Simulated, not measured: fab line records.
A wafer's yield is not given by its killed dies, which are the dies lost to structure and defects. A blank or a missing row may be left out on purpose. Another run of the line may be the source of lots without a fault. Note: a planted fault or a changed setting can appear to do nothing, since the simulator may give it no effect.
Matching of chambers :: flow n5_finfet :: pecvd-01 running N5_BEOL_M11_PECVD_70: 3 sister chambers
The step deposits SiO2 from TEOS/O2, target thk 20 nm, time 22.7 s. 24 wafers are shown with their chamber, then 12 later ones without.

== WAFERS WITH THEIR CHAMBER ==
wafer: L074.3
chamber: 0
throttle_valve_pct (%): 25.6
showerhead_plenum_p_Torr (Torr): 8.70
heater_power_w (W): 862

wafer: L074.4
chamber: 0
throttle_valve_pct (%): 25.6
showerhead_plenum_p_Torr (Torr): 8.69
heater_power_w (W): 844

wafer: L074.5
chamber: 2
throttle_valve_pct (%): 20.8
showerhead_plenum_p_Torr (Torr): 8.77
heater_power_w (W): 662

wafer: L076.2
chamber: 1
throttle_valve_pct (%): 24.9
showerhead_plenum_p_Torr (Torr): 8.79
heater_power_w (W): 678

wafer: L076.4
chamber: 0
throttle_valve_pct (%): 25.8
showerhead_plenum_p_Torr (Torr): 8.70
heater_power_w (W): 708

wafer: L076.5
chamber: 1
throttle_valve_pct (%): 24.7
showerhead_plenum_p_Torr (Torr): 8.77
heater_power_w (W): 676

wafer: L075.3
chamber: 0
throttle_valve_pct (%): 25.5
showerhead_plenum_p_Torr (Torr): 8.70
heater_power_w (W): 719

wafer: L075.4
chamber: 1
throttle_valve_pct (%): 25.0
showerhead_plenum_p_Torr (Torr): 8.79
heater_power_w (W): 675

wafer: L075.6
chamber: 2
throttle_valve_pct (%): 21.1
showerhead_plenum_p_Torr (Torr): 8.76
heater_power_w (W): 626

wafer: L077.4
chamber: 2
throttle_valve_pct (%): 20.9
showerhead_plenum_p_Torr (Torr): 8.76
heater_power_w (W): 664

wafer: L077.5
chamber: 1
throttle_valve_pct (%): 24.9
showerhead_plenum_p_Torr (Torr): 8.76
heater_power_w (W): 748

wafer: L077.6
chamber: 0
throttle_valve_pct (%): 25.5
showerhead_plenum_p_Torr (Torr): 8.71
heater_power_w (W): 809

wafer: L080.2
chamber: 1
throttle_valve_pct (%): 25.1
showerhead_plenum_p_Torr (Torr): 8.79
heater_power_w (W): 680

wafer: L080.5
chamber: 2
throttle_valve_pct (%): 21.1
showerhead_plenum_p_Torr (Torr): 8.77
heater_power_w (W): 669

wafer: L080.6
chamber: 1
throttle_valve_pct (%): 25.1
showerhead_plenum_p_Torr (Torr): 8.74
heater_power_w (W): 683

wafer: L079.1
chamber: 0
throttle_valve_pct (%): 25.5
showerhead_plenum_p_Torr (Torr): 8.71
heater_power_w (W): 743

wafer: L079.5
chamber: 2
throttle_valve_pct (%): 21.1
showerhead_plenum_p_Torr (Torr): 8.76
heater_power_w (W): 589

wafer: L079.6
chamber: 0
throttle_valve_pct (%): 25.5
showerhead_plenum_p_Torr (Torr): 8.71
heater_power_w (W): 750

wafer: L089.4
chamber: 0
throttle_valve_pct (%): 25.4
showerhead_plenum_p_Torr (Torr): 8.70
heater_power_w (W): 820

wafer: L089.5
chamber: 1
throttle_valve_pct (%): 24.6
showerhead_plenum_p_Torr (Torr): 8.76
heater_power_w (W): 662

wafer: L089.6
chamber: 2
throttle_valve_pct (%): 21.5
showerhead_plenum_p_Torr (Torr): 8.75
heater_power_w (W): 686

wafer: L087.2
chamber: 2
throttle_valve_pct (%): 21.0
showerhead_plenum_p_Torr (Torr): 8.76
heater_power_w (W): 711

wafer: L087.4
chamber: 2
throttle_valve_pct (%): 21.4
showerhead_plenum_p_Torr (Torr): 8.75
heater_power_w (W): 690

wafer: L087.5
chamber: 1
throttle_valve_pct (%): 25.0
showerhead_plenum_p_Torr (Torr): 8.80
heater_power_w (W): 684

SIGNATURES (means of the wafers above)
reading: throttle_valve_pct
chamber 0: 25.550
chamber 1: 24.913
chamber 2: 21.113
scatter within a chamber: 0.185

reading: showerhead_plenum_p_Torr
chamber 0: 8.7025
chamber 1: 8.7750
chamber 2: 8.7600
scatter within a chamber: 0.0134

reading: heater_power_w
chamber 0: 781.88
chamber 1: 685.75
chamber 2: 662.12
scatter within a chamber: 43.4
Rule: for a wafer and a chamber, the distance is found by dividing, reading by reading, the gap between the wafer's reading and the chamber's mean by the reading's scatter, squaring, summing and taking the root. If the next closest chamber is less than 2 further off than the closest, the wafer can't be placed; otherwise it belongs to the closest. The scatter is the square root of a quotient: the sum, over the shown wafers, of each reading's squared deviation from its chamber's mean, divided by wafers minus chambers.

== WAFERS WHOSE CHAMBER IS MISSING ==
wafer: L090.2
throttle_valve_pct (%): 20.9
showerhead_plenum_p_Torr (Torr): 8.76
heater_power_w (W): 657

wafer: L090.3
throttle_valve_pct (%): 25.7
showerhead_plenum_p_Torr (Torr): 8.70
heater_power_w (W): 701

wafer: L090.6
throttle_valve_pct (%): 25.1
showerhead_plenum_p_Torr (Torr): 8.79
heater_power_w (W): 777

wafer: L092.1
throttle_valve_pct (%): 25.0
showerhead_plenum_p_Torr (Torr): 8.81
heater_power_w (W): 710

wafer: L092.4
throttle_valve_pct (%): 24.7
showerhead_plenum_p_Torr (Torr): 8.76
heater_power_w (W): 708

wafer: L092.5
throttle_valve_pct (%): 21.4
showerhead_plenum_p_Torr (Torr): 8.74
heater_power_w (W): 716

wafer: L097.2
throttle_valve_pct (%): 25.6
showerhead_plenum_p_Torr (Torr): 8.72
heater_power_w (W): 791

wafer: L097.3
throttle_valve_pct (%): 21.2
showerhead_plenum_p_Torr (Torr): 8.77
heater_power_w (W): 647

wafer: L097.5
throttle_valve_pct (%): 25.2
showerhead_plenum_p_Torr (Torr): 8.78
heater_power_w (W): 684

wafer: L096.1
throttle_valve_pct (%): 21.1
showerhead_plenum_p_Torr (Torr): 8.73
heater_power_w (W): 695

wafer: L096.3
throttle_valve_pct (%): 24.8
showerhead_plenum_p_Torr (Torr): 8.76
heater_power_w (W): 794

wafer: L096.6
throttle_valve_pct (%): 25.8
showerhead_plenum_p_Torr (Torr): 8.71
heater_power_w (W): 797

== EACH ONE'S CHAMBER ==
wafer: L090.2
from the rows above: 2
in truth: 2

wafer: L090.3
from the rows above: 0
in truth: 0

wafer: L090.6
from the rows above: 1
in truth: 1

wafer: L092.1
from the rows above: 1
in truth: 1

wafer: L092.4
from the rows above: 1
in truth: 1

wafer: L092.5
from the rows above: 2
in truth: 2

wafer: L097.2
from the rows above: 0
in truth: 0

wafer: L097.3
from the rows above: 2
in truth: 2

wafer: L097.5
from the rows above: 1
in truth: 1

wafer: L096.1
from the rows above: 2
in truth: 2

wafer: L096.3
from the rows above: 1
in truth: 1

wafer: L096.6
from the rows above: 0
in truth: 0
Correctly placed: 12 of 12. Can't be placed from these rows: 0. Wrongly placed: 0.
